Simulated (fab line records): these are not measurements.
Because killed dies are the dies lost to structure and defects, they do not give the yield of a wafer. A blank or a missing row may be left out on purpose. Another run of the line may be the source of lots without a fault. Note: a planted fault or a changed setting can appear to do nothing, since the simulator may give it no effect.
The same fault as seen by 2 desks -- flow nandHarc -- what lay behind the numbers comes last; until then each desk has only its own

TOOL OWNER'S DESK, rieDiel-02
The tool's own readings at NHARC_A_SGD_CUT_ETCH_58 (etches the open film in CF4, target depth 39 nm, time 65 s): means of the sampled wafers that have a number, for each lot that ran on this tool. A lot is out of limits, marked OUT, if its mean lies more than 4 standard deviations from the usual mean; the brackets give that distance.
Columns: A = cf4FlowSccm at NHARC_A_SGD_CUT_ETCH_58, usual 150.0 sccm; B = drypumpMotorCurrentA at NHARC_A_SGD_CUT_ETCH_58, usual 5.5 A; C = oesProductAu at NHARC_A_SGD_CUT_ETCH_58, usual 1.001 a.u.; D = rfVppV at NHARC_A_SGD_CUT_ETCH_58, usual 151.0 V; E = runLengthS at NHARC_A_SGD_CUT_ETCH_58, usual 86.3 s; F = showerheadPlenumPTorr at NHARC_A_SGD_CUT_ETCH_58, usual 1.75 Torr; G = throttleValvePct at NHARC_A_SGD_CUT_ETCH_58, usual 13.284 %
lot,first seen here,A,B,C,D,E,F,G
L234,day 15 03:43,149.8,5.3,0.990,148.6,80.7 (-11) OUT,1.67,13.283
L237,day 16 00:05,149.8,5.7,0.998,150.7,80.3 (-12) OUT,1.72,13.286
L245,day 18 09:41,149.9,5.5,1.002,150.7,86.6,1.69,13.273
L247,day 18 10:48,149.8,5.2,1.002,149.6,86.3,1.68,13.277
L249,day 19 01:22,150.1,5.9,1.003,150.6,86.3,1.72,13.288
L252,day 19 06:05,149.4,5.5,1.001,149.8,86.8,1.67,13.286
This desk's finding: out of limits on L234, L237; first on L234, day 15 03:43 (runLengthS at NHARC_A_SGD_CUT_ETCH_58). Within limits: L245, L247, L249, L252.

THE METROLOGY DESK
Means of the sampled wafers that have a number, per lot and without regard to the tool the lot ran on: this is what the gauges read. A lot is out of limits, marked OUT, if its mean lies more than 4 standard deviations from the usual mean; the brackets give that distance.
Columns: A = overlayXNm at NHARC_A_SGD_CUT_OVL_MEAS_10, usual -0.2 nm; B = overlayYNm at NHARC_A_SGD_CUT_OVL_MEAS_10, usual 0.1 nm
lot,first seen here,A,B
L229,day 14 04:45,0.1,0.6
L232,day 14 12:48,-0.1,-0.6
L234,day 15 03:32,-1.4,-0.1
L237,day 15 23:54,-1.1,1.6
L248,day 18 08:59,-1.8,-0.4
L250,day 18 09:17,-0.1,-0.7
L245,day 18 09:29,-0.0,-0.2
L247,day 18 10:35,0.2,1.1
L246,day 18 10:56,-0.3,-1.3
L249,day 19 01:10,1.7,0.9
L252,day 19 05:41,0.3,1.6
L251,day 19 05:51,-0.2,1.0
Result from this desk: across the 12 lots, nothing is out of limits.

TAKEN TOGETHER
On L234, L237, at day 15 03:43, an alarm was possible from the tool owner's desk.
Nothing out of limits was seen by the metrology desk.
The metrology desk has L234, L237 on record, within its limits.
The lots listed all ran NHARC_A_SGD_CUT_ETCH_58 on rieDiel-02.

WHAT THE SIMULATOR HAD PUT IN
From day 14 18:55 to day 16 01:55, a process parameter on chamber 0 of rieDiel-02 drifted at NHARC_A_SGD_CUT_ETCH_58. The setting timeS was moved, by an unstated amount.
Struck lots among those shown: L234, L237.
Each desk's first reading out of limits, in hours after the fault started: the tool owner's desk, 9.
